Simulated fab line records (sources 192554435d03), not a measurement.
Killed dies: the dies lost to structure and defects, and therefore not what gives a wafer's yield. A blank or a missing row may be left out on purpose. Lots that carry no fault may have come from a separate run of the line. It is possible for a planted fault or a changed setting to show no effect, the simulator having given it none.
Chamber matching || flow n5 finfet || cvd co-02 running N5_BEOL_M4_PRE_CLEAN_60: 3 sister chambers
The step time 15 s. 6 wafers are shown with their chamber, then 7 later ones without.

WAFERS WITH THEIR CHAMBER
{"wafer": "L438.1", "chamber": 0, "heater power w (W)": 58, "rf fwd power W (W)": 299.2}
{"wafer": "L438.4", "chamber": 0, "heater power w (W)": 57, "rf fwd power W (W)": 297.1}
{"wafer": "L441.2", "chamber": 1, "heater power w (W)": 122, "rf fwd power W (W)": 294.2}
{"wafer": "L441.5", "chamber": 1, "heater power w (W)": 118, "rf fwd power W (W)": 294.9}
{"wafer": "L444.3", "chamber": 2, "heater power w (W)": 107, "rf fwd power W (W)": 298.8}
{"wafer": "L444.5", "chamber": 2, "heater power w (W)": 107, "rf fwd power W (W)": 298.5}

WAFERS WHOSE CHAMBER IS MISSING
{"wafer": "L444.6", "heater power w (W)": 119, "rf fwd power W (W)": 295.9}
{"wafer": "L450.1", "heater power w (W)": 57, "rf fwd power W (W)": 298.2}
{"wafer": "L450.2", "heater power w (W)": 120, "rf fwd power W (W)": 294.1}
{"wafer": "L450.4", "heater power w (W)": 120, "rf fwd power W (W)": 293.4}
{"wafer": "L449.1", "heater power w (W)": 57, "rf fwd power W (W)": 297.4}
{"wafer": "L449.2", "heater power w (W)": 121, "rf fwd power W (W)": 293.7}
{"wafer": "L449.6", "heater power w (W)": 58, "rf fwd power W (W)": 298.1}

EACH ONE'S CHAMBER
{"wafer": "L444.6", "from the rows above": 1, "in truth": 1}
{"wafer": "L450.1", "from the rows above": 0, "in truth": 0}
{"wafer": "L450.2", "from the rows above": 1, "in truth": 1}
{"wafer": "L450.4", "from the rows above": 1, "in truth": 1}
{"wafer": "L449.1", "from the rows above": 0, "in truth": 0}
{"wafer": "L449.2", "from the rows above": 1, "in truth": 1}
{"wafer": "L449.6", "from the rows above": 0, "in truth": 0}
Correctly placed: 7 of 7. Can't be placed from these rows: 0. Wrongly placed: 0.
How it was worked out, from the rows above alone: a wafer's distance from a chamber is the root of the sum, over the readings, of the square of ((its reading less the chamber's mean) divided by the reading's scatter). The wafer belongs to the nearest chamber; if the next one is less than 2 further off, it can't be placed. Each chamber's mean is taken over the wafers shown for it. The scatter is the square root of a quotient: the sum, over the shown wafers, of each reading's squared deviation from its chamber's mean, divided by wafers minus chambers.
